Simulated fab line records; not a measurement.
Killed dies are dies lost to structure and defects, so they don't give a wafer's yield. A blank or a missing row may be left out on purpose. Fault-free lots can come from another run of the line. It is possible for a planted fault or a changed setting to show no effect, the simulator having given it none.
Split-lot study -- flow n5Finfet -- route with 1938 steps; 7 lots, 39 wafers read

THE SPLIT ITSELF
At N5_SPACER0_ALD_08 (deposits SiNx, target thk 2 nm), the setting targetThkA was moved away from the recipe's 20 angstrom on 12 of the 39 wafers read, by -58.0% to +55.7%. This setting was run at the recipe's value on the other wafers.

FROM THE SPLIT TO THE READING: what the file shows between them, 6 steps
- N5_SD_EPI_N_COAT_32: time 60 s, resist thk 350 nm
- N5_SD_EPI_N_SD_RECESS_17: chemistry HBr/Cl2/O2, target depth 41 nm, time 23.7 s, bt time 3 s
- N5_SD_EPI_N_STRIP_38: strips in N2/H2
- N5_SD_EPI_N_WET_ETCH_43: etches SiO2 in dHF, time 14 s, target depth 1.5 nm
- N5_SD_EPI_N_STRIP_18: strips in SPM, time 750 s
- N5_SD_EPI_N_SRD_20: time 30 s

THE READING
SiNx_of_SPACER0_ALD_08.thkNm (the simulator's own value, which no gauge read), in nm, at N5_SD_EPI_N_PRECLEAN_48 (cleans in NF3:NH3, afs cycles 2, time 20 s, sublimation time 60 s). The file gives no usual value for it. Here, 27 wafers ran the recipe; their average is 1.3 nm with a standard deviation of 0.091 nm.

wafer,"tool, chamber at the split","targetThkA as run, angstrom",against the recipe,"SiNx_of_SPACER0_ALD_08.thkNm, nm",against lot-mates on the recipe
L075.2,"aldSin-03, 0,2,3",20,recipe,1.2,-
L075.3,"aldSin-03, 0,2,3",20,recipe,1.2,-
L075.4,"aldSin-03, 0,2,3",20,recipe,1.2,-
L078.1,"aldSin-01, 3,2,0",20,recipe,1.4,-
L078.4,"aldSin-01, 3,2,0",20,recipe,1.4,-
L078.2,"aldSin-01, 3,2,0",20,recipe,1.2,-
L078.3,"aldSin-01, 1,3,0",14.09,-29.5%,0.8,-0.5
L078.5,"aldSin-01, 1,3,0",14.09,-29.5%,0.8,-0.5
L078.6,"aldSin-01, 1,3,0",14.09,-29.5%,0.8,-0.5
L085.1,"aldSin-03, 3,1,2,0,1,0",20,recipe,1.4,-
L085.2,"aldSin-03, 3,1,2,0,1,0",20,recipe,1.2,-
L085.3,"aldSin-03, 3,1,2,0,1,0",20,recipe,1.2,-
L085.4,"aldSin-03, 3,1,2,0,1,0",20,recipe,1.2,-
L085.5,"aldSin-03, 3,1,2,0,1,0",20,recipe,1.2,-
L085.6,"aldSin-03, 3,1,2,0,1,0",20,recipe,1.2,-
L087.1,"aldSin-02, 0,1,3,2,1,0",20,recipe,1.2,-
L087.3,"aldSin-02, 0,1,3,2,1,0",20,recipe,1.2,-
L087.4,"aldSin-02, 0,1,3,2,1,0",20,recipe,1.2,-
L087.6,"aldSin-02, 0,1,3,2,1,0",20,recipe,1.2,-
L087.2,"aldSin-02, 0,1,3,2,1,0",20,recipe,1.4,-
L087.5,"aldSin-02, 0,1,3,2,1,0",20,recipe,1.4,-
L092.1,"aldSin-02, 1,0,3",8.399,-58.0%,0.2,-1.1
L092.4,"aldSin-02, 1,0,3",8.399,-58.0%,0.2,-1.1
L092.6,"aldSin-02, 1,0,3",8.399,-58.0%,0.2,-1.1
L092.2,"aldSin-02, 3,2,0",20,recipe,1.2,-
L092.3,"aldSin-02, 3,2,0",20,recipe,1.4,-
L092.5,"aldSin-02, 3,2,0",20,recipe,1.4,-
L094.1,"aldSin-02, 1,0,3",16.47,-17.7%,1,-0.2
L094.3,"aldSin-02, 1,0,3",16.47,-17.7%,1,-0.2
L094.4,"aldSin-02, 1,0,3",16.47,-17.7%,1,-0.2
L094.2,"aldSin-02, 2,3,2",20,recipe,1.2,-
L094.5,"aldSin-02, 2,3,2",20,recipe,1.2,-
L094.6,"aldSin-02, 2,3,2",20,recipe,1.2,-
L097.1,"aldSin-01, 3,2,1",31.15,+55.7%,2.4,+1.1
L097.2,"aldSin-01, 3,2,1",31.15,+55.7%,2.4,+1.1
L097.4,"aldSin-01, 3,2,1",31.15,+55.7%,2.4,+1.1
L097.3,"aldSin-01, 0,1,0",20,recipe,1.2,-
L097.6,"aldSin-01, 0,1,0",20,recipe,1.2,-
L097.5,"aldSin-01, 0,1,0",20,recipe,1.4,-
Rows listing several chambers each stand for several wafers; the file does not say which wafer went through which chamber.

THE FIT
A straight line over all 39 wafers: SiNx_of_SPACER0_ALD_08.thkNm changes by +0.0188 nm for each +1% of targetThkA; r = +0.98; the points scatter about the line by 0.087 nm.
The same after taking each lot's own level away (the mean of its wafers on the recipe; 39 wafers): +0.0195 nm for each +1%; r = +0.99; scatter 0.079 nm.
The reading moves by 1.1 nm for the largest change in targetThkA, on that fit.
The lots' own levels span 1.20 to 1.33 nm, that is 1.5 times the standard deviation above.
Hence the lot-to-lot level has little effect on the slope; both slopes agree.
Check: -1.11 nm against its lot-mates is what the line predicts for one of the wafers moved furthest among these (-58.0%) when that wafer is left out of the fit. Against them it came out at -1.13 nm.

THE WHOLE CHAIN: every reading that the file lists as answering this split, in the file's order
step,what it does,reading,change (the file's fit),r (the file's)
N5_SPACER0_ALD_08,"deposits SiNx, target thk 2 nm","SiNx_of_SPACER0_ALD_08.thkNm (the simulator's own value, which no gauge read)",+0.0211 nm for each +1% of the setting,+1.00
N5_SD_EPI_N_WET_ETCH_43,"etches SiO2 in dHF, time 14 s, target depth 1.5 nm","SiNx_of_SPACER0_ALD_08.thkNm (the simulator's own value, which no gauge read)",+0.0196 nm for each +1% of the setting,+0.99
N5_SD_EPI_N_PRECLEAN_48,"cleans in NF3:NH3, afs cycles 2, time 20 s, sublimation time 60 s","SiNx_of_SPACER0_ALD_08.thkNm (the simulator's own value, which no gauge read)",+0.0194 nm for each +1% of the setting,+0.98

THE FILE'S OWN FIT
SiNx_of_SPACER0_ALD_08.thkNm changes by +0.0194 nm for each +1% of targetThkA, r = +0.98.
